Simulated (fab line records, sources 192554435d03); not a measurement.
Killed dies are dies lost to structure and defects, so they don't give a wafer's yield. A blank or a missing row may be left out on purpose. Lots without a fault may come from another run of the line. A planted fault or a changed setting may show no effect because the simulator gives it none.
Chamber matching | flow n5_finfet | N5_BEOL_M7_ALD_77 on ald_metal-03: 4 sister chambers
The step deposits TaN, target thk 2 nm, pulse time 2 s, purge time 3 s. 4 wafers are shown with their chamber, then 8 later ones without.

WAFERS WITH THEIR CHAMBER
wafer  | chamber | heater_power_w (W)
L079.1 | 0       | 430
L082.4 | 1       | 460
L082.6 | 2       | 360
L089.4 | 3       | 465

WAFERS WITHOUT THEIR CHAMBER
wafer  | heater_power_w (W)
L089.5 | 473
L089.6 | 437
L094.1 | 454
L094.5 | 368
L094.6 | 476
L097.2 | 423
L097.3 | 453
L097.5 | 366

WHICH CHAMBER EACH WENT THROUGH
wafer  | from the rows above     | in truth
L089.5 | can't be placed: 3 or 1 | 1
L089.6 | 0                       | 0
L094.1 | can't be placed: 1 or 3 | 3
L094.5 | 2                       | 2
L094.6 | can't be placed: 3 or 1 | 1
L097.2 | 0                       | 0
L097.3 | can't be placed: 1 or 3 | 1
L097.5 | 2                       | 2
Placed correctly: 4 of 8. Can't be placed from these rows: 4 (the true chamber is among the candidates in 4). Placed wrongly: 0.
How it was worked out, from the rows above alone: a wafer's distance from a chamber is the root of the sum, over the readings, of the square of ((its reading less the chamber's mean) divided by the reading's scatter). The wafer belongs to the nearest chamber; if the next one is less than 2 further off, it can't be placed. A chamber's mean is the mean of its shown wafers. The scatter: with one shown wafer a chamber, the root of the mean of the squares of how far each hidden wafer lies from its nearest shown one.
